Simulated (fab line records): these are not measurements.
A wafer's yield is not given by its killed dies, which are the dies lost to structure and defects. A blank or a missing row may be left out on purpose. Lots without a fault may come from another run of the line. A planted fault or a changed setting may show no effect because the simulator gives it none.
fab line records	flow nand-harc
record lots=6	wafers=17	last-day=24
route steps=1159 shown A_STAIRCASE@547
lots that met no fault: taken from a fault-free run of the same line
start-h: hours from the record's first day to the start of the lot's first wafer shown	wait-h: hours since the lot's step before	" identical to the entry in the row above	L1.1+2: a row that stands for several wafers	- either no value or no given start	* or withheld: withheld	< > ~ a bound
route shown NAME@n: NAME is a module with steps in the file, n the number in the route of the first one	usual: mean/standard deviation taken from wafers without a fault	same: alike in all rows	chamber/n: place in a boat	sites: per-site readings	_std_site: the values' standard deviation	_edge_site: the outer-site mean with the inner-site mean subtracted	radius-mm: for every site, how far away it sits from the centre of the wafer	mask NAME#n: copy n	behind: the tool/chamber that last shaped the wafer	hold: reason for holding the lot/hours on hold/outcome of the hold	device: the n, p or np transistor that did not switch	end of line: tests of these same wafers at the route's end	a step given without rows: its recipe and nothing more	killed: the dies lost at the first sort to structure and to defects; this is not the yield of the wafer	map: dies across one wafer; x = killed, . = not, _ = none there
set.NAME: the setting the step ran with; set.NAME@STEP: the setting that earlier step ran with	model.NAME: the simulator's own value behind a step, which no gauge read
certain route steps with their lots: each step a table, each wafer a row
services: the hour from which a tool's chamber was out of use, counted from the record's first day as start-h (under 0 if before that day), plus the number of hours and why
## steps
# step NHARC_A_STAIRCASE_DESCUM_11
# recipe time-s=3	o2-flow-sccm=200	ar-flow-sccm=0	bias-power-w=0	chemistry=O2
# step NHARC_A_STAIRCASE_TRIM_12
# recipe time-s=211.2	o2-flow-sccm=500	ar-flow-sccm=0	bias-w=0	chemistry=O2
# step NHARC_A_STAIRCASE_ETCH_13
# recipe target-depth-a=1000	time-s=40.5	ion-energy-ev=400	c4f8-flow-sccm=20	o2-flow-sccm=10	ar-flow-sccm=withheld	rf-w=600	bias-w=1000	chemistry=C4F8/O2
# usual oes-product-au=0.940/0.014	rf-vpp-V=897/6.1
lot.wafer	tool	chamber	start-h	wait-h	oes-product-au	rf-hours-counter-h	rf-vpp-V
L146.2	rie-diel-09	1	-	-	0.941	8	889
L146.6	"	2	"	"	0.927	-	900
L145.2	rie-diel-03	1	-	-	0.935	21	902
L145.4	"	2	"	"	0.921	23	904
L145.1	"	3	"	"	0.908	26	887
L154.2	rie-diel-09	1	-	-	0.950	31	889
L154.5	"	0	"	"	0.932	-	900
L154.6	"	1	"	"	0.958	-	887
L156.1	rie-diel-09	2	-	-	0.937	38	899
L156.2	"	3	"	"	0.935	41	901
L156.6	"	1	"	"	0.945	-	888
L155.1	rie-diel-04	2	-	-	0.951	22	896
L155.3	"	1	"	"	0.941	20	890
L155.6	"	3	"	"	0.962	-	906
L159.4	rie-diel-04	3	-	-	0.928	29	906
L159.3	"	0	"	"	0.932	28	892
L159.6	"	3	"	"	0.940	-	906
# step NHARC_A_STAIRCASE_TRIM_14
# recipe time-s=211.2	o2-flow-sccm=500	ar-flow-sccm=0	bias-w=0	chemistry=O2
# step NHARC_A_STAIRCASE_ETCH_15
# recipe target-depth-a=1000	time-s=40.5	ion-energy-ev=400	c4f8-flow-sccm=20	o2-flow-sccm=10	ar-flow-sccm=withheld	rf-w=600	bias-w=1000	chemistry=C4F8/O2
# usual oes-product-au=0.940/0.011	rf-vpp-V=897/6.1
lot.wafer	tool	chamber	start-h	wait-h	oes-product-au	rf-hours-counter-h	rf-vpp-V
L146.2	rie-diel-09	2	-	-	0.946	8	901
L146.6	"	1	"	"	0.960	-	887
L145.1	rie-diel-03	0	-	-	0.915	27	898
L145.2	"	2	"	"	0.930	24	905
L145.4	"	3	"	"	0.921	27	887
L154.2	rie-diel-09	0	-	-	0.941	34	898
L154.6	"	2	"	"	0.944	-	900
L154.5	"	3	"	"	0.936	-	903
L156.2	rie-diel-09	3	-	-	0.941	41	900
L156.1	"	1	"	"	0.949	37	889
L156.6	"	2	"	"	0.941	-	898
L155.3	rie-diel-04	0	-	-	0.945	22	892
L155.1	"	3	"	"	0.960	24	907
L155.6	"	1	"	"	0.958	-	890
L159.3	rie-diel-04	2	-	-	0.942	28	898
L159.4	"	3	"	"	0.940	29	906
L159.6	"	2	"	"	0.936	-	898
# step NHARC_A_STAIRCASE_TRIM_16
# recipe time-s=211.2	o2-flow-sccm=500	ar-flow-sccm=0	bias-w=0	chemistry=O2
# step NHARC_A_STAIRCASE_ETCH_17
# recipe target-depth-a=1000	time-s=40.5	ion-energy-ev=400	c4f8-flow-sccm=20	o2-flow-sccm=10	ar-flow-sccm=withheld	rf-w=600	bias-w=1000	chemistry=C4F8/O2
# step NHARC_A_STAIRCASE_TRIM_18
# recipe time-s=211.2	o2-flow-sccm=500	ar-flow-sccm=0	bias-w=0	chemistry=O2
# usual drypump-motor-current-A=5.5/0.47	oes-product-au=1.001/0.011	rf-vpp-V=57.9/1	showerhead-plenum-p-Torr=3.57/0.16	throttle-valve-pct=17.037/0.0093
lot.wafer	tool	chamber	start-h	wait-h	drypump-motor-current-A	oes-product-au	rf-hours-counter-h	rf-vpp-V	showerhead-plenum-p-Torr	throttle-valve-pct
L146.2	rie-diel-09	3	-	-	5.6	1.002	9	58.6	3.70	17.035
L146.6	"	3	"	"	5.6	1.005	-	58.7	3.70	17.019
L145.1	rie-diel-03	2	-	-	5.2	1.003	24	59.1	3.76	17.040
L145.4	"	3	"	"	5.3	0.989	27	57.6	3.32	17.032
L145.2	"	0	"	"	5.8	0.993	27	57.4	3.59	17.045
L154.2	rie-diel-09	1	-	-	5.0	0.998	31	58.9	3.31	17.033
L154.6	"	3	"	"	5.6	0.995	-	58.1	3.69	17.052
L154.5	"	0	"	"	6.4	0.991	-	57.9	3.60	17.047
L156.2	rie-diel-09	3	-	-	5.6	1.014	41	56.8	3.68	17.022
L156.1	"	0	"	"	6.4	0.982	39	57.3	3.60	17.015
L156.6	"	3	"	"	5.6	0.986	-	58.8	3.69	17.018
L155.3	rie-diel-04	1	-	-	5.1	1.021	20	55.2	3.35	17.038
L155.1	"	2	"	"	5.7	1.011	22	58.3	3.59	17.026
L155.6	"	2	"	"	5.7	1.012	-	60.9	3.59	17.044
L159.3	rie-diel-04	1	-	-	5.1	1.002	27	57.0	3.35	17.044
L159.4	"	3	"	"	6.2	1.000	29	57.1	3.79	17.029
L159.6	"	1	"	"	5.2	1.014	-	57.1	3.35	17.027
# step NHARC_A_STAIRCASE_ETCH_19
# recipe target-depth-a=1000	time-s=40.5	ion-energy-ev=400	c4f8-flow-sccm=20	o2-flow-sccm=10	ar-flow-sccm=withheld	rf-w=600	bias-w=1000	chemistry=C4F8/O2
# step NHARC_A_STAIRCASE_TRIM_20
# recipe time-s=211.2	o2-flow-sccm=500	ar-flow-sccm=0	bias-w=0	chemistry=O2
# step NHARC_A_STAIRCASE_ETCH_21
# recipe target-depth-a=1000	time-s=40.5	ion-energy-ev=400	c4f8-flow-sccm=20	o2-flow-sccm=10	ar-flow-sccm=withheld	rf-w=600	bias-w=1000	chemistry=C4F8/O2
# usual oes-product-au=0.950/0.017	rf-vpp-V=895/6
lot.wafer	tool	chamber	start-h	wait-h	oes-product-au	rf-hours-counter-h	rf-vpp-V
L146.2	rie-diel-04	3	-	-	0.980	65	886
L146.6	"	3	"	"	0.975	-	888
L145.1	rie-diel-04	2	-	-	0.929	61	897
L145.2	"	3	"	"	0.917	65	885
L145.4	"	0	"	"	0.929	60	893
L154.2	rie-diel-09	3	-	-	0.948	35	902
L154.5	"	1	"	"	0.945	-	888
L154.6	"	2	"	"	0.942	-	899
L155.1	rie-diel-04	1	-	-	0.950	21	889
L155.3	"	3	"	"	0.943	24	906
L155.6	"	2	"	"	0.940	-	899
L156.2	rie-diel-09	3	-	-	0.938	41	900
L156.1	"	0	"	"	0.921	39	899
L156.6	"	0	"	"	0.909	-	898
L159.3	rie-diel-04	1	-	-	0.950	27	888
L159.4	"	2	"	"	0.952	28	897
L159.6	"	1	"	"	0.953	-	890
# step NHARC_A_STAIRCASE_TRIM_22
# recipe time-s=211.2	o2-flow-sccm=500	ar-flow-sccm=0	bias-w=0	chemistry=O2
# usual drypump-motor-current-A=5.6/0.44	oes-product-au=1.005/0.0088	rf-vpp-V=57.8/0.93	showerhead-plenum-p-Torr=3.52/0.16	throttle-valve-pct=17.035/0.0088
lot.wafer	tool	chamber	start-h	wait-h	drypump-motor-current-A	oes-product-au	rf-hours-counter-h	rf-vpp-V	showerhead-plenum-p-Torr	throttle-valve-pct
L146.2	rie-diel-04	1	286.20	-	5.2	0.783	57	56.6	3.36	17.034
L146.6	"	0	"	"	5.7	0.787	-	57.2	3.44	17.040
L145.2	rie-diel-04	3	287.41	-	6.2	0.778	65	57.6	3.27	17.026
L145.4	"	0	"	"	5.7	1.008	60	57.0	3.44	17.041
L145.1	"	2	"	"	5.7	1.001	61	57.3	3.60	17.036
L154.2	rie-diel-09	2	347.06	-	5.7	1.005	34	57.8	3.62	17.046
L154.6	"	3	"	"	5.6	1.004	-	57.6	3.69	17.041
L154.5	"	0	"	"	6.4	0.991	-	57.9	3.60	17.026
L155.1	rie-diel-04	1	361.72	-	5.2	1.016	21	57.4	3.35	17.033
L155.3	"	2	"	"	5.7	1.008	23	56.6	3.59	17.034
L155.6	"	3	"	"	6.3	1.015	-	58.7	3.79	17.045
L156.1	rie-diel-09	0	363.32	-	6.4	0.983	41	59.2	3.60	17.039
L156.2	"	3	"	"	5.6	1.011	43	58.5	3.68	17.028
L156.6	"	0	"	"	6.4	0.987	-	57.0	3.60	17.025
L159.4	rie-diel-04	1	375.18	-	5.1	1.016	27	58.0	3.35	17.019
L159.3	"	3	"	"	6.3	1.001	29	58.8	3.79	17.033
L159.6	"	1	"	"	5.1	1.017	-	57.0	3.35	17.038
# step NHARC_A_STAIRCASE_ETCH_23
# recipe target-depth-a=1000	time-s=40.5	ion-energy-ev=400	c4f8-flow-sccm=20	o2-flow-sccm=10	ar-flow-sccm=withheld	rf-w=600	bias-w=1000	chemistry=C4F8/O2
# usual oes-product-au=0.947/0.013	rf-vpp-V=896/6.1
lot.wafer	tool	chamber	start-h	wait-h	oes-product-au	rf-hours-counter-h	rf-vpp-V
L146.2	rie-diel-04	3	-	-	0.940	65	887
L146.6	"	2	"	"	0.970	-	899
L145.4	rie-diel-04	2	-	-	0.959	61	899
L145.1	"	3	"	"	0.933	65	887
L145.2	"	0	"	"	0.945	60	893
L154.2	rie-diel-09	1	-	-	0.954	32	887
L154.6	"	3	"	"	0.940	-	901
L154.5	"	0	"	"	0.921	-	898
L155.1	rie-diel-04	3	-	-	0.930	24	904
L155.3	"	0	"	"	0.936	23	892
L155.6	"	0	"	"	0.933	-	892
L156.2	rie-diel-09	0	-	-	0.915	41	897
L156.1	"	1	"	"	0.925	38	886
L156.6	"	3	"	"	0.936	-	901
L159.4	rie-diel-04	3	-	-	0.948	29	906
L159.3	"	1	"	"	0.955	28	890
L159.6	"	3	"	"	0.949	-	906
## services
tool	chamber	start-h	hours	kind
rie-diel-04	0	268.06	-	clean
rie-diel-04	1	268.06	-	clean
rie-diel-04	2	268.06	-	clean
rie-diel-04	3	268.06	-	clean
rie-diel-03	1	277.25	7.0	repair
rie-diel-04	-	289.15	9.0	pm
rie-diel-04	0	289.15	9.0	vent-cycle
rie-diel-04	1	289.15	9.0	vent-cycle
rie-diel-04	2	289.15	9.0	vent-cycle
rie-diel-04	3	289.15	9.0	vent-cycle
rie-diel-04	0	298.15	-	clean
rie-diel-04	1	298.15	-	clean
rie-diel-04	2	298.15	-	clean
rie-diel-04	3	298.15	-	clean
rie-diel-04	3	298.15	-	consumable-replace:showerhead
rie-diel-03	3	309.67	6.2	repair
rie-diel-03	1	312.57	18.9	repair
rie-diel-04	0	323.98	-	clean
rie-diel-04	1	323.98	-	clean
rie-diel-04	2	323.98	-	clean
rie-diel-03	-	333.37	0.1	repair
rie-diel-09	1	339.50	1.9	repair
rie-diel-09	0	353.43	2.7	repair
rie-diel-09	0	371.94	1.3	repair
## key
first-sign step=NHARC_A_STAIRCASE_TRIM_22	reading=oes-product-au	direction=down	sigmas=25	usual=1.005	struck=0.783
effect none on later readings
met-at NHARC_A_STAIRCASE_TRIM_22
struck-wafers L145.2,L146.2,L146.6
later-rows-left-out L145.2,L146.2,L146.6
sort-left-out L145.2,L146.2,L146.6
tester-left-out L145,L146
fault kind=process-parameter-drift	tool=rie-diel-04	chamber=-	onset-h=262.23	steps=NHARC_A_STAIRCASE_TRIM_22	channel=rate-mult	offset=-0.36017	shape=step	end-h=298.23	scope=struck-wafers-only
# tester-left-out: of these lots the tester's yield and bins aren't shown, on N5 and GAA mostly nor the transistor test; their killed dies are dies lost to structure and defects alone, not to doping, threshold or leakage, so they don't give the yield
# sort-left-out: the simulated sort isn't trusted on such a fault, so these wafers' sort isn't shown, and their yield isn't known
# later-rows-left-out: the simulator's readings of these wafers behind a module that went badly wrong aren't trusted and aren't shown, but for the sort
